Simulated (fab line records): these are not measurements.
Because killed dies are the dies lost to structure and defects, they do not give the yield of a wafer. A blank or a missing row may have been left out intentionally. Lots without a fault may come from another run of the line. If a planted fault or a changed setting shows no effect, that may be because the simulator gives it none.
Matching of chambers | flow nandHarc | 4 sister chambers for NHARC_A_STAIRCASE_DESCUM_219 on rieDiel-10
The step chemistry O2, time 3 s. 4 wafers are shown with their chamber, then 10 later ones without.

## WAFERS PAIRED WITH THEIR CHAMBERS
wafer  | chamber | drypumpMotorCurrentA (A)
L089.2 | 0       | 6.2
L089.3 | 1       | 5.2
L091.3 | 2       | 6.0
L091.4 | 3       | 5.6

## WAFERS WITHOUT THEIR CHAMBER
wafer  | drypumpMotorCurrentA (A)
L091.6 | 6.0
L094.4 | 5.9
L094.5 | 5.6
L094.6 | 6.3
L096.1 | 6.3
L096.2 | 5.9
L096.3 | 5.5
L095.1 | 5.9
L095.2 | 6.3
L095.5 | 5.9

## THE CHAMBER EACH PASSED THROUGH
wafer  | from the rows above | in truth
L091.6 | 2                   | 2
L094.4 | 2                   | 2
L094.5 | 3                   | 3
L094.6 | 0                   | 0
L096.1 | 0                   | 0
L096.2 | 2                   | 2
L096.3 | 3                   | 3
L095.1 | 2                   | 2
L095.2 | 0                   | 0
L095.5 | 2                   | 2
Correctly placed: 10 of 10. Left unplaced by these rows: 0. 0 placed wrongly.
How it was worked out, from the rows above alone: a wafer's distance from a chamber is the root of the sum, over the readings, of the square of ((its reading less the chamber's mean) divided by the reading's scatter). If the next closest chamber is less than 2 further off than the closest, the wafer can't be placed; otherwise it belongs to the closest. For every chamber, the mean is computed from those of its wafers that are shown. The scatter: root of mean squared gap, hidden wafer to nearest shown wafer, with one shown wafer a chamber.
